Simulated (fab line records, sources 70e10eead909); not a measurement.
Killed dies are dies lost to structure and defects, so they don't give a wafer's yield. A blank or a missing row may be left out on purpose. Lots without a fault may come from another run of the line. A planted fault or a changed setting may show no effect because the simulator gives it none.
One fault seen from 2 desks | flow nand_harc | each desk has only its own numbers; what lay behind them comes last

THE TOOL OWNER'S DESK: har_cap_etch-03
The tool's own readings at NHARC_A_CONTACT_ETCH_119 (etches the open film in C4F8/O2/Ar, time 190 s, target depth 1850 nm): means of the sampled wafers that have a number, for each lot that ran on this tool. A lot is out of limits, marked OUT, if its mean lies more than 4 standard deviations from the usual mean; the brackets give that distance.
Columns: A = oes_air_line_au at NHARC_A_CONTACT_ETCH_119, usual 1.002 a.u.
lot  | first seen here | A
L128 | day 22 09:55    | 0.968
L132 | day 23 18:30    | 0.992
L138 | day 26 14:21    | 0.988
L144 | day 28 16:28    | 1.008
L145 | day 29 14:01    | 1.006
This desk's finding: nothing out of limits on any of the 5 lots.

THE METROLOGY DESK
What the gauges read, lot by lot, whatever tool the lot ran on: means of the sampled wafers that have a number. A lot is out of limits, marked OUT, if its mean lies more than 4 standard deviations from the usual mean; the brackets give that distance.
Columns: A = cd_nm at NHARC_THIN_TSV_CD_MEAS_37, usual 5001.0 nm
lot  | first seen here | A
L127 | day 24 18:25    | 4999.8
L128 | day 24 20:36    | 5000.3
L130 | day 25 05:05    | 5000.3
L132 | day 26 09:32    | 5004.8
L133 | day 27 09:06    | 4999.3
L134 | day 28 01:41    | 5000.1
L135 | day 28 06:56    | 5001.5
L138 | day 29 05:13    | 5002.1
L144 | day 31 06:52    | 4999.3
L145 | day 31 22:12    | 5000.6
L146 | day 33 01:16    | 5003.4
L149 | day 33 04:19    | 5002.6
L148 | day 33 05:57    | 5000.8
L150 | day 34 04:54    | 5005.2
This desk's finding: nothing out of limits on any of the 14 lots.

PUT TOGETHER
The tool owner's desk saw nothing out of limits.
The metrology desk saw nothing out of limits.

WHAT THE SIMULATOR HAD PUT IN
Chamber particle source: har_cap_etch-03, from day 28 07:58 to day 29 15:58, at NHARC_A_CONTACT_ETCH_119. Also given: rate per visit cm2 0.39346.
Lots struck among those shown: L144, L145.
